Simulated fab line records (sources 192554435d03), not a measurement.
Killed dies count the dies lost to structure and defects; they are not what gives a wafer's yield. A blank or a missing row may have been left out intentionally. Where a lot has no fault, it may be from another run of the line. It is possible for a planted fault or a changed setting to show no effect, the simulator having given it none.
fab line records    flow n5-finfet    part 1 of 2: steps 1 to 17 of 28
record: lots: 5  wafers: 15  last-day: 17
route steps=1938 shown BEOL_M5@1150
lots that met no fault: from a run of the same line without faults
start-h: the number of hours between the record's first day and the start of the first shown wafer of the lot    wait-h: hours since the lot's step before    " repeats the value in the row above    L1.1+2: a single row standing in for several wafers    - no value, or no start given    * or withheld: withheld    < > ~ a bound
route shown NAME@n: names a module that has steps shown in the file, with the first one's number in the route    usual: average and standard deviation across the fault-free wafers    same: alike in all rows    chamber/n: place in a boat    sites: the reading at each site    _std_site: standard deviation across them    _edge_site: mean of outer sites minus mean of inner sites    radius-mm: for every site, how far away it sits from the centre of the wafer    mask NAME#n: copy n    behind: the last tool/chamber to shape the wafer    hold: reason for holding the lot/hours on hold/outcome of the hold    device: which transistor (n, p or np) failed to switch    end of line: tests run on the same wafers once the route is complete    where a step has no rows: the recipe by itself    killed: not the wafer's yield, but the dies lost to structure and defects at the first sort    map: per-die view of a wafer (x killed, . not killed, _ where there is no die)
set.NAME: the setting as run; set.NAME@STEP: as run at that earlier step    model.NAME: the simulator's own value behind a step, which no gauge read
lots at selected steps of the route; one table per step, one row per wafer
services: from which hour (start-h, from the record's first day; less than 0 if before it) a tool's chamber was out of use, for how many hours, and why
== steps ==
step: N5_BEOL_M5_INSPECT_30
recipe: mode: adi  inspect-instrument: brightfield
usual: raw-defect-count: 417/84
lot.wafer  tool               chamber  start-h  wait-h  raw-defect-count
L078.1     defect-inspect-02  -        197.88   0.1     611
L078.2     "                  -        "        "       272
L078.6     "                  -        "        "       457
L088.1     defect-inspect-01  -        251.57   0.1     385
L088.5     "                  -        "        "       567
L088.6     "                  -        "        "       371
L089.1     defect-inspect-01  -        254.55   0.1     538
L089.5     "                  -        "        "       425
L089.6     "                  -        "        "       375
L094.3     defect-inspect-02  -        304.35   0.0     391
L094.5     "                  -        "        "       483
L094.6     "                  -        "        "       565
L095.1     defect-inspect-01  -        308.50   0.1     334
L095.4     "                  -        "        "       371
L095.5     "                  -        "        "       396
step: N5_BEOL_M5_DESCUM_33
recipe: chemistry: O2  time-s: 7  source-power-w: 50  bias-power-w: 20  pressure-mtorr: 20  rf-frequency-hz: 2.712e+07  temp-c: 40  resist: CAR-EUV  o2-flow-sccm: 225
usual: drypump-motor-current-A: 5.6/0.35  oes-product-au: 0.77/0.071  rf-vpp-V: 243.1/1.3  showerhead-plenum-p-Torr: 2.09/0.054  throttle-valve-pct: 20.44/0.25
same: time-s: 7
lot.wafer  tool         chamber  start-h  wait-h  drypump-motor-current-A  oes-product-au  rf-hours-counter-h  rf-vpp-V  showerhead-plenum-p-Torr  throttle-valve-pct
L078.1     rie-diel-02  1        197.91   0.0     6.1                      0.88            46                  243.7     2.15                      20.91
L078.2     "            3        "        "       5.2                      0.81            82                  244.9     2.11                      20.08
L078.6     "            3        "        "       5.2                      0.81            -                   244.5     2.11                      20.09
L088.1     rie-diel-06  3        251.61   0.0     5.5                      0.74            199                 241.2     2.01                      20.88
L088.5     "            1        "        "       5.3                      0.77            -                   242.3     2.09                      20.59
L088.6     "            0        "        "       5.1                      0.69            -                   243.4     2.14                      20.33
L089.1     rie-diel-02  3        254.92   0.4     5.2                      0.79            100                 243.2     2.11                      20.13
L089.5     "            2        "        "       5.5                      0.68            -                   243.4     2.06                      20.31
L089.6     "            1        "        "       6.2                      0.85            -                   245.2     2.14                      20.92
L094.3     rie-diel-06  3        304.63   0.3     5.5                      0.73            218                 241.6     2.00                      20.90
L094.5     "            3        "        "       5.5                      0.72            -                   240.8     2.00                      20.91
L094.6     "            2        "        "       6.0                      0.80            -                   242.2     2.04                      20.56
L095.1     rie-diel-06  3        308.54   0.0     5.5                      0.71            219                 242.3     2.00                      20.91
L095.4     "            1        "        "       5.3                      0.74            183                 243.8     2.09                      20.61
L095.5     "            2        "        "       6.0                      0.80            -                   243.2     2.04                      20.57
step: N5_BEOL_M5_ETCH_75
recipe: chemistry: N2/H2  target: underlayer  target-depth-a: 65  mask-material: CAR-EUV  time-s: 5.2  ion-energy-ev: 200  pressure-mtorr: 30  source-w: 840  bias-w: 150  n2-flow-sccm: 200  h2-flow-sccm: 200  ends: cleared
usual: drypump-motor-current-A: 5.6/0.35  etch-rf-on-time-s: 5.26/0.1  oes-product-au: 0.65/0.058  rf-vpp-V: 523.8/2.5  showerhead-plenum-p-Torr: 2.54/0.073  throttle-valve-pct: 17.88/0.22
lot.wafer  tool         chamber  start-h  wait-h  drypump-motor-current-A  etch-rf-on-time-s  oes-product-au  rf-hours-counter-h  rf-vpp-V  showerhead-plenum-p-Torr  throttle-valve-pct
L078.1     rie-diel-02  1        197.95   0.0     6.1                      5.27               0.74            46                  524.8     2.59                      18.19
L078.2     "            3        "        "       5.2                      5.12               0.69            82                  525.5     2.59                      17.64
L078.6     "            3        "        "       5.2                      5.16               0.70            -                   525.1     2.59                      17.62
L088.1     rie-diel-06  3        251.64   0.0     5.5                      5.16               0.63            199                 523.3     2.43                      18.25
L088.5     "            1        "        "       5.3                      5.18               0.65            -                   522.3     2.54                      17.98
L088.6     "            0        "        "       5.1                      5.12               0.58            -                   525.4     2.61                      17.78
L089.1     rie-diel-02  3        254.96   0.0     5.2                      5.10               0.69            100                 524.9     2.59                      17.63
L089.5     "            2        "        "       5.5                      5.21               0.59            -                   522.7     2.54                      17.99
L089.6     "            1        "        "       6.1                      5.28               0.74            -                   526.9     2.59                      18.21
L094.3     rie-diel-06  3        304.66   0.0     5.5                      5.22               0.61            218                 519.1     2.42                      18.27
L094.5     "            3        "        "       5.5                      5.17               0.60            -                   519.6     2.42                      18.28
L094.6     "            2        "        "       6.0                      5.27               0.68            -                   521.4     2.47                      17.86
L095.1     rie-diel-06  3        308.57   0.0     5.5                      5.19               0.61            219                 519.0     2.42                      18.28
L095.4     "            1        "        "       5.3                      5.21               0.63            183                 523.5     2.53                      18.04
L095.5     "            2        "        "       6.0                      5.29               0.67            -                   524.1     2.47                      17.87
step: N5_BEOL_M5_ETCH_67
recipe: chemistry: CF4  target: SiARC  target-depth-a: 156  mask-material: CAR-EUV  time-s: 26  ion-energy-ev: 80  pressure-mtorr: 40  source-w: 545  bias-w: 36  Ar_flow_sccm: 100  cf4-flow-sccm: 100  ends: cleared
usual: cf4-flow-sccm: 99.98/0.28  drypump-motor-current-A: 5.6/0.35  etch-rf-on-time-s: 26.2/0.54  oes-product-au: 0.66/0.058  rf-vpp-V: 184.1/1.1  showerhead-plenum-p-Torr: 2.13/0.059  throttle-valve-pct: 15.59/0.18
lot.wafer  tool         chamber  start-h  wait-h  cf4-flow-sccm  drypump-motor-current-A  etch-rf-on-time-s  oes-product-au  rf-hours-counter-h  rf-vpp-V  showerhead-plenum-p-Torr  throttle-valve-pct
L078.1     rie-diel-02  1        197.96   0.0     100.22         6.1                      26.1               0.76            46                  186.0     2.17                      15.76
L078.2     "            3        "        "       99.68          5.2                      25.4               0.70            82                  183.2     2.16                      15.27
L078.6     "            3        "        "       100.01         5.2                      25.7               0.70            -                   183.5     2.16                      15.27
L088.1     rie-diel-06  3        251.66   0.0     99.83          5.5                      26.1               0.62            199                 183.4     2.04                      15.89
L088.5     "            1        "        "       100.00         5.3                      26.0               0.64            -                   183.3     2.13                      15.74
L088.6     "            0        "        "       99.74          5.1                      25.7               0.58            -                   184.3     2.19                      15.63
L089.1     rie-diel-02  3        254.97   0.0     100.36         5.2                      25.4               0.69            100                 185.3     2.15                      15.32
L089.5     "            2        "        "       99.68          5.5                      25.9               0.60            -                   183.7     2.11                      15.51
L089.6     "            1        "        "       99.74          6.1                      26.1               0.73            -                   184.9     2.16                      15.80
L094.3     rie-diel-06  3        304.68   0.0     99.97          5.5                      25.9               0.62            218                 183.9     2.03                      15.92
L094.5     "            3        "        "       99.76          5.6                      26.1               0.61            -                   181.9     2.03                      15.93
L094.6     "            2        "        "       99.94          6.0                      26.2               0.70            -                   182.5     2.08                      15.66
L095.1     rie-diel-06  3        308.59   0.0     99.74          5.5                      26.0               0.61            219                 183.4     2.03                      15.93
L095.4     "            1        "        "       99.74          5.3                      26.2               0.63            183                 184.5     2.12                      15.77
L095.5     "            2        "        "       100.13         6.0                      26.4               0.69            -                   182.1     2.08                      15.66
step: N5_BEOL_M5_ETCH_68
recipe: chemistry: N2/H2  target: SOC  target-depth-a: 800  overetch-a: 160  mask-material: SiARC  temp-c: 40  time-s: 120  ion-energy-ev: 200  pressure-mtorr: 30  source-w: 840  bias-w: 150  n2-flow-sccm: 200  h2-flow-sccm: 200
usual: drypump-motor-current-A: 5.6/0.35  oes-product-au: 0.59/0.05  rf-vpp-V: 523.6/2.3  showerhead-plenum-p-Torr: 2.54/0.073  throttle-valve-pct: 17.84/0.22
same: time-s: 120
lot.wafer  tool         chamber  start-h  wait-h  drypump-motor-current-A  oes-product-au  rf-hours-counter-h  rf-vpp-V  showerhead-plenum-p-Torr  throttle-valve-pct
L078.1     rie-diel-02  1        197.99   0.0     6.1                      0.67            46                  525.3     2.59                      18.12
L078.2     "            3        "        "       5.1                      0.63            82                  525.0     2.59                      17.61
L078.6     "            3        "        "       5.1                      0.62            -                   524.6     2.59                      17.60
L088.1     rie-diel-06  3        251.68   0.0     5.5                      0.57            199                 520.3     2.43                      18.21
L088.5     "            1        "        "       5.3                      0.58            -                   523.7     2.54                      17.94
L088.6     "            0        "        "       5.1                      0.52            -                   525.0     2.61                      17.73
L089.1     rie-diel-02  3        255.00   0.0     5.2                      0.61            100                 524.8     2.59                      17.63
L089.5     "            2        "        "       5.5                      0.54            -                   522.8     2.54                      17.93
L089.6     "            1        "        "       6.1                      0.65            -                   525.8     2.59                      18.17
L094.3     rie-diel-06  3        304.70   0.0     5.5                      0.55            218                 520.4     2.42                      18.24
L094.5     "            3        "        "       5.5                      0.55            -                   519.6     2.42                      18.24
L094.6     "            2        "        "       6.0                      0.61            -                   520.6     2.47                      17.83
L095.1     rie-diel-06  3        308.62   0.0     5.5                      0.54            219                 519.8     2.42                      18.24
L095.4     "            1        "        "       5.3                      0.56            183                 524.8     2.53                      18.00
L095.5     "            2        "        "       6.0                      0.61            -                   521.1     2.47                      17.84
step: N5_BEOL_M5_STRIP_69
recipe: chemistry: N2/H2  temp-c: 40  n2-flow-sccm: 200  h2-flow-sccm: 200  rf-frequency-hz: 6e+07
lot.wafer   tool         chamber  start-h  wait-h
L078.1+2+6  rie-diel-02  1,3,3    198.07   0.0
L088.1+5+6  rie-diel-06  3,1,0    251.77   0.0
L089.1+5+6  rie-diel-02  3,2,1    255.08   0.0
L094.3+5+6  rie-diel-06  3,3,2    304.79   0.0
L095.1+4+5  rie-diel-06  3,1,2    308.70   0.0
step: N5_BEOL_M5_STRIP_76
recipe: chemistry: N2/H2  temp-c: 40  n2-flow-sccm: 200  h2-flow-sccm: 200  rf-frequency-hz: 6e+07
lot.wafer   tool         chamber  start-h  wait-h
L078.1+2+6  rie-diel-02  1,3,3    198.08   0.0
L088.1+5+6  rie-diel-06  3,1,0    251.78   0.0
L089.1+5+6  rie-diel-02  3,2,1    255.09   0.0
L094.3+5+6  rie-diel-06  3,3,2    304.80   0.0
L095.1+4+5  rie-diel-06  3,1,2    308.71   0.0
step: N5_BEOL_M5_VIA_ETCH_34
recipe: chemistry: C4F6/O2  target: SiCOH_lowk  target-depth-a: 883  mask-material: SOC  taper-deg: 4  time-s: 39.2  ion-energy-ev: 250  pressure-mtorr: 30  source-w: 345  bias-w: 185  Ar_flow_sccm: 300  C4F6_flow_sccm: 10  O2_flow_sccm: 10
usual: drypump-motor-current-A: 5.6/0.35  oes-product-au: 0.77/0.07  rf-vpp-V: 662/12  showerhead-plenum-p-Torr: 2.84/0.08  throttle-valve-pct: 20.83/0.2
same: time-s: 39.2
lot.wafer  tool         chamber  start-h  wait-h  drypump-motor-current-A  oes-product-au  rf-hours-counter-h  rf-vpp-V  showerhead-plenum-p-Torr  throttle-valve-pct
L078.1     rie-diel-02  1        198.09   0.0     6.1                      0.88            46                  660       2.89                      21.21
L078.2     "            3        "        "       5.2                      0.82            82                  642       2.86                      20.49
L078.6     "            3        "        "       5.1                      0.81            -                   642       2.87                      20.48
L088.1     rie-diel-06  3        251.79   0.0     5.5                      0.73            199                 654       2.72                      21.19
L088.5     "            1        "        "       5.3                      0.76            -                   655       2.83                      20.93
L088.6     "            0        "        "       5.1                      0.68            -                   667       2.93                      20.90
L089.1     rie-diel-02  3        255.10   0.0     5.2                      0.79            100                 643       2.86                      20.49
L089.5     "            2        "        "       5.5                      0.69            -                   642       2.80                      20.66
L089.6     "            1        "        "       6.1                      0.86            -                   659       2.89                      21.26
L094.3     rie-diel-06  3        304.81   0.0     5.5                      0.72            218                 655       2.71                      21.20
L094.5     "            3        "        "       5.5                      0.71            -                   653       2.71                      21.22
L094.6     "            2        "        "       6.0                      0.80            -                   663       2.76                      20.90
L095.1     rie-diel-06  3        308.72   0.0     5.5                      0.72            219                 654       2.71                      21.20
L095.4     "            1        "        "       5.3                      0.74            183                 655       2.82                      20.97
L095.5     "            2        "        "       6.0                      0.80            -                   662       2.76                      20.90
step: N5_BEOL_M5_STRIP_85
recipe: chemistry: C4F6/O2  resist: SiARC  rf-frequency-hz: 6e+07
lot.wafer   tool         chamber  start-h  wait-h
L078.1+2+6  rie-diel-02  1,3,3    198.13   0.0
L088.1+5+6  rie-diel-06  3,1,0    251.82   0.0
L089.1+5+6  rie-diel-02  3,2,1    255.14   0.0
L094.3+5+6  rie-diel-06  3,3,2    304.84   0.0
L095.1+4+5  rie-diel-06  3,1,2    308.75   0.0
step: N5_BEOL_M5_STRIP_36
recipe: chemistry: N2/H2  power-w: 450  temp-c: 40  pressure-mtorr: 20  rf-frequency-hz: 6e+07  overash-fraction: 0.3  bias-power-w: 7  h2-frac: 0.5  n2-flow-sccm: 200  h2-flow-sccm: 200
usual: drypump-motor-current-A: 5.6/0.35  oes-product-au: 0.77/0.07  power-w: 450.1/1.3  rf-vpp-V: 59.0/1.5  showerhead-plenum-p-Torr: 2.54/0.073  throttle-valve-pct: 23.68/0.29
lot.wafer  tool         chamber  start-h  wait-h  drypump-motor-current-A  oes-product-au  power-w  rf-hours-counter-h  rf-vpp-V  showerhead-plenum-p-Torr  throttle-valve-pct
L078.1     rie-diel-02  1        198.14   0.0     6.1                      0.88            452.3    46                  61.2      2.59                      24.13
L078.2     "            3        "        "       5.1                      0.81            450.0    82                  59.8      2.59                      23.42
L078.6     "            3        "        "       5.2                      0.81            447.6    -                   61.2      2.59                      23.44
L088.1     rie-diel-06  3        251.83   0.0     5.5                      0.72            447.9    199                 59.7      2.43                      24.12
L088.5     "            1        "        "       5.3                      0.75            451.8    -                   57.7      2.53                      23.71
L088.6     "            0        "        "       5.1                      0.67            451.3    -                   59.2      2.61                      23.40
L089.1     rie-diel-02  3        255.15   0.0     5.2                      0.80            449.4    100                 58.9      2.58                      23.45
L089.5     "            2        "        "       5.5                      0.69            448.4    -                   58.9      2.53                      23.92
L089.6     "            1        "        "       6.1                      0.87            450.4    -                   60.1      2.58                      24.13
L094.3     rie-diel-06  3        304.85   0.0     5.5                      0.73            452.5    218                 57.6      2.42                      24.14
L094.5     "            3        "        "       5.5                      0.72            453.3    -                   56.0      2.42                      24.16
L094.6     "            2        "        "       6.0                      0.80            451.2    -                   60.5      2.46                      23.62
L095.1     rie-diel-06  3        308.76   0.0     5.5                      0.71            447.4    219                 59.6      2.42                      24.16
L095.4     "            1        "        "       5.3                      0.74            450.0    183                 59.6      2.52                      23.73
L095.5     "            2        "        "       6.0                      0.81            449.4    -                   59.3      2.46                      23.64
step: N5_BEOL_M5_TRENCH_ETCH_37
recipe: chemistry: C4F6/O2  target-depth-a: 716.52  target: SiCOH_lowk  time-s: 24.7  ion-energy-ev: 250  pressure-mtorr: 30  source-w: 345  bias-w: 185  Ar_flow_sccm: 300  C4F6_flow_sccm: 10  O2_flow_sccm: 10
usual: drypump-motor-current-A: 5.6/0.35  oes-product-au: 0.77/0.069  rf-vpp-V: 662/12  showerhead-plenum-p-Torr: 2.84/0.08  throttle-valve-pct: 20.87/0.2
same: time-s: 24.7
lot.wafer  tool         chamber  start-h  wait-h  drypump-motor-current-A  oes-product-au  rf-hours-counter-h  rf-vpp-V  showerhead-plenum-p-Torr  throttle-valve-pct
L078.1     rie-diel-02  1        -        -       6.1                      0.88            46                  661       2.89                      21.26
L078.2     "            3        "        "       5.1                      0.82            82                  642       2.86                      20.50
L078.6     "            3        "        "       5.2                      0.82            -                   643       2.86                      20.51
L088.1     rie-diel-06  3        -        -       5.5                      0.73            199                 654       2.72                      21.20
L088.5     "            1        "        "       5.3                      0.76            -                   655       2.83                      20.95
L088.6     "            0        "        "       5.1                      0.68            -                   667       2.93                      20.97
L089.1     rie-diel-02  3        -        -       5.2                      0.80            100                 644       2.86                      20.53
L089.5     "            2        "        "       5.5                      0.69            -                   643       2.80                      20.70
L089.6     "            1        "        "       6.1                      0.85            -                   659       2.89                      21.29
L094.3     rie-diel-06  3        -        -       5.5                      0.71            218                 654       2.71                      21.25
L094.5     "            3        "        "       5.5                      0.72            -                   655       2.71                      21.25
L094.6     "            2        "        "       6.0                      0.79            -                   662       2.76                      20.91
L095.1     rie-diel-06  3        -        -       5.5                      0.71            219                 655       2.71                      21.25
L095.4     "            1        "        "       5.3                      0.74            183                 655       2.82                      21.00
L095.5     "            2        "        "       6.0                      0.80            -                   663       2.76                      20.94
step: N5_BEOL_M5_ETCH_41
recipe: chemistry: CH3F/O2  target: SiCN  target-depth-a: 315  taper-deg: 2  time-s: 56.7  ion-energy-ev: 120  mask-material: TiN  pressure-mtorr: 30  source-w: 395  bias-w: 75  Ar_flow_sccm: 150  CH3F_flow_sccm: 30  O2_flow_sccm: 20
usual: drypump-motor-current-A: 5.6/0.34  oes-product-au: 0.77/0.07  rf-vpp-V: 297.2/1.5  showerhead-plenum-p-Torr: 1.99/0.059  throttle-valve-pct: 16.30/0.19
same: time-s: 56.7
lot.wafer  tool         chamber  start-h  wait-h  drypump-motor-current-A  oes-product-au  rf-hours-counter-h  rf-vpp-V  showerhead-plenum-p-Torr  throttle-valve-pct
L078.1     rie-diel-02  1        -        -       6.1                      0.89            46                  299.2     2.04                      16.58
L078.2     "            3        "        "       5.2                      0.82            82                  297.3     2.01                      15.95
L078.6     "            3        "        "       5.2                      0.82            -                   297.5     2.01                      15.95
L088.1     rie-diel-06  3        -        -       5.5                      0.73            199                 295.0     1.91                      16.62
L088.5     "            1        "        "       5.3                      0.76            -                   298.9     1.99                      16.44
L088.6     "            0        "        "       5.1                      0.68            -                   299.0     2.06                      16.39
L089.1     rie-diel-02  3        -        -       5.2                      0.79            100                 296.6     2.01                      15.99
L089.5     "            2        "        "       5.5                      0.69            -                   297.7     1.96                      16.20
L089.6     "            1        "        "       6.1                      0.85            -                   297.6     2.03                      16.64
L094.3     rie-diel-06  3        -        -       5.5                      0.71            218                 295.1     1.90                      16.67
L094.5     "            3        "        "       5.5                      0.72            -                   295.2     1.90                      16.66
L094.6     "            2        "        "       6.0                      0.80            -                   297.0     1.94                      16.33
L095.1     rie-diel-06  3        -        -       5.5                      0.72            219                 294.8     1.90                      16.67
L095.4     "            1        "        "       5.3                      0.74            183                 298.1     1.98                      16.46
L095.5     "            2        "        "       6.0                      0.80            -                   297.3     1.94                      16.32
step: N5_BEOL_M5_STRIP_91
recipe: chemistry: N2/H2  time-s: 10  power-w: 450  temp-c: 40  pressure-mtorr: 20  rf-frequency-hz: 6e+07  bias-power-w: 7  n2-flow-sccm: 200  h2-flow-sccm: 200
usual: drypump-motor-current-A: 5.6/0.35  oes-product-au: 0.77/0.07  rf-vpp-V: 59.1/0.92  showerhead-plenum-p-Torr: 2.54/0.073  throttle-valve-pct: 23.68/0.29
same: time-s: 10
lot.wafer  tool         chamber  start-h  wait-h  drypump-motor-current-A  oes-product-au  rf-hours-counter-h  rf-vpp-V  showerhead-plenum-p-Torr  throttle-valve-pct
L078.1     rie-diel-02  1        -        -       6.1                      0.89            46                  58.0      2.59                      24.10
L078.2     "            3        "        "       5.2                      0.82            82                  59.2      2.59                      23.43
L078.6     "            3        "        "       5.2                      0.81            -                   59.5      2.59                      23.41
L088.1     rie-diel-06  3        -        -       5.6                      0.74            199                 56.8      2.43                      24.12
L088.5     "            1        "        "       5.4                      0.76            -                   59.3      2.53                      23.70
L088.6     "            0        "        "       5.1                      0.69            -                   60.0      2.61                      23.39
L089.1     rie-diel-02  3        -        -       5.2                      0.80            100                 59.6      2.58                      23.46
L089.5     "            2        "        "       5.5                      0.68            -                   60.1      2.53                      23.92
L089.6     "            1        "        "       6.1                      0.86            -                   59.1      2.58                      24.15
L094.3     rie-diel-06  3        -        -       5.5                      0.73            218                 57.3      2.42                      24.15
L094.5     "            3        "        "       5.5                      0.73            -                   59.9      2.42                      24.14
L094.6     "            2        "        "       6.0                      0.80            -                   60.1      2.46                      23.61
L095.1     rie-diel-06  3        -        -       5.5                      0.72            219                 59.4      2.42                      24.13
L095.4     "            1        "        "       5.3                      0.74            183                 58.5      2.52                      23.75
L095.5     "            2        "        "       6.0                      0.81            -                   60.7      2.46                      23.63
step: N5_BEOL_M5_OCD_MEAS_38
usual: trench-depth-nm: 70.9/1.3
lot.wafer  tool    chamber  start-h  wait-h  trench-depth-nm
L078.1     ocd-01  -        198.33   -       71.3
L078.2     "       -        "        "       72.1
L078.6     "       -        "        "       71.7
L088.1     ocd-02  -        252.02   -       71.4
L088.5     "       -        "        "       71.1
L088.6     "       -        "        "       72.1
L089.1     ocd-01  -        255.34   -       71.4
L089.5     "       -        "        "       69.5
L089.6     "       -        "        "       70.6
L094.3     ocd-01  -        305.05   -       71.2
L094.5     "       -        "        "       72.2
L094.6     "       -        "        "       70.1
L095.1     ocd-01  -        308.96   -       72.0
L095.4     "       -        "        "       71.1
L095.5     "       -        "        "       70.6
step: N5_BEOL_M5_HM_STRIP_39
recipe: chemistry: peroxide-tin-strip  material: TiN  target-depth-a: 250  temp-c: 50  time-s: 158
same: time-s: 158
lot.wafer   tool          chamber  start-h  wait-h
L078.1+2+6  wet-bench-06  5,0,7    198.36   0.0
L088.1+5+6  wet-bench-03  2,3,6    252.06   0.0
L089.1+5+6  wet-bench-04  7,0,5    255.37   0.0
L094.3+5+6  wet-bench-06  2,3,0    305.08   0.0
L095.1+4+5  wet-bench-03  3,7,2    308.99   0.0
step: N5_BEOL_M5_SRD_40
recipe: time-s: 30  temp-c: 23  rinse-liquid: diw  dry: ipa-marangoni
same: time-s: 30
lot.wafer   tool          chamber  start-h  wait-h
L078.1+2+6  wet-bench-06  5,0,7    198.41   0.0
L088.1+5+6  wet-bench-03  2,3,6    252.10   0.0
L089.1+5+6  wet-bench-04  7,0,5    255.42   0.0
L094.3+5+6  wet-bench-06  2,3,0    305.12   0.0
L095.1+4+5  wet-bench-03  3,7,2    309.04   0.0
step: N5_BEOL_M5_PRECLEAN_42
recipe: chemistry: residue-remover  time-s: 60  temp-c: 40
same: time-s: 60
lot.wafer   tool          chamber  start-h  wait-h
L078.1+2+6  wet-bench-06  5,0,7    198.43   0.0
L088.1+5+6  wet-bench-03  2,3,6    252.12   0.0
L089.1+5+6  wet-bench-04  7,0,5    255.44   0.0
L094.3+5+6  wet-bench-06  2,3,0    305.14   0.0
L095.1+4+5  wet-bench-03  3,7,2    309.05   0.0
